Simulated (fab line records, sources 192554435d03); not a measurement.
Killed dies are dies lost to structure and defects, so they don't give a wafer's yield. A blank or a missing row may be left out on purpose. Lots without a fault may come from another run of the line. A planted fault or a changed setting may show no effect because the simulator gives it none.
One fault seen from 3 desks | flow n5_finfet | each desk has only its own numbers; what lay behind them comes last

THE TOOL OWNER'S DESK: rie_diel-03
The tool's own readings at N5_BEOL_M7_ETCH_62 (etches SOC in N2/H2, target depth 110 nm, overetch 22 nm, time 165 s): means of the sampled wafers that have a number, for each lot that ran on this tool. A lot is out of limits, marked OUT, if its mean lies more than 4 standard deviations from the usual mean; the brackets give that distance.
Columns: A = drypump_motor_current_A at N5_BEOL_M7_ETCH_62, usual 5.7 A; B = h2_flow_sccm at N5_BEOL_M7_ETCH_62, usual 200.0 sccm; C = oes_product_au at N5_BEOL_M7_ETCH_62, usual 0.69 a.u.; D = rf_vpp_V at N5_BEOL_M7_ETCH_62, usual 524.7 V; E = showerhead_plenum_p_Torr at N5_BEOL_M7_ETCH_62, usual 2.57 Torr; F = throttle_valve_pct at N5_BEOL_M7_ETCH_62, usual 17.70 %
lot  | first seen here | A   | B     | C    | D     | E    | F
L577 | day 12 19:51    | 5.9 | 200.3 | 0.73 | 525.6 | 2.59 | 17.58
L580 | day 13 19:41    | 6.1 | 199.7 | 0.70 | 526.4 | 2.64 | 17.73
L584 | day 14 19:08    | 5.9 | 200.5 | 0.71 | 524.1 | 2.58 | 17.62
This desk's finding: nothing out of limits on any of the 3 lots.

THE DEFECT DESK
What the inspections along the route counted, lot by lot: means of the sampled wafers that have a number. A lot is out of limits, marked OUT, if its mean lies more than 4 standard deviations from the usual mean; the brackets give that distance.
Columns: A = raw_defect_count at N5_BEOL_M7_INSPECT_13, usual 439
lot  | first seen here | A
L562 | day 8 21:08     | 415
L570 | day 10 23:43    | 410
L577 | day 12 19:23    | 538
L580 | day 13 19:21    | 262
L584 | day 14 18:49    | 550
L585 | day 15 04:04    | 510
This desk's finding: nothing out of limits on any of the 6 lots.

THE METROLOGY DESK
What the gauges read, lot by lot, whatever tool the lot ran on: means of the sampled wafers that have a number. A lot is out of limits, marked OUT, if its mean lies more than 4 standard deviations from the usual mean; the brackets give that distance.
Columns: A = cd_nm at N5_BEOL_M7_CD_MEAS_11, usual 38.5 nm; B = M7_OVL at N5_BEOL_M7_OVL_MEAS_12, usual 0.1 nm
lot  | first seen here | A    | B
L562 | day 8 21:05     | 38.7 | 0.0
L570 | day 10 23:40    | 38.7 | 0.3
L577 | day 12 19:20    | 38.7 | 0.1
L580 | day 13 19:18    | 38.2 | -0.4
L584 | day 14 18:46    | 38.2 | -0.4
L585 | day 15 04:01    | 38.3 | -0.3
This desk's finding: nothing out of limits on any of the 6 lots.

PUT TOGETHER
The tool owner's desk saw nothing out of limits.
The defect desk saw nothing out of limits.
The metrology desk saw nothing out of limits.

WHAT THE SIMULATOR HAD PUT IN
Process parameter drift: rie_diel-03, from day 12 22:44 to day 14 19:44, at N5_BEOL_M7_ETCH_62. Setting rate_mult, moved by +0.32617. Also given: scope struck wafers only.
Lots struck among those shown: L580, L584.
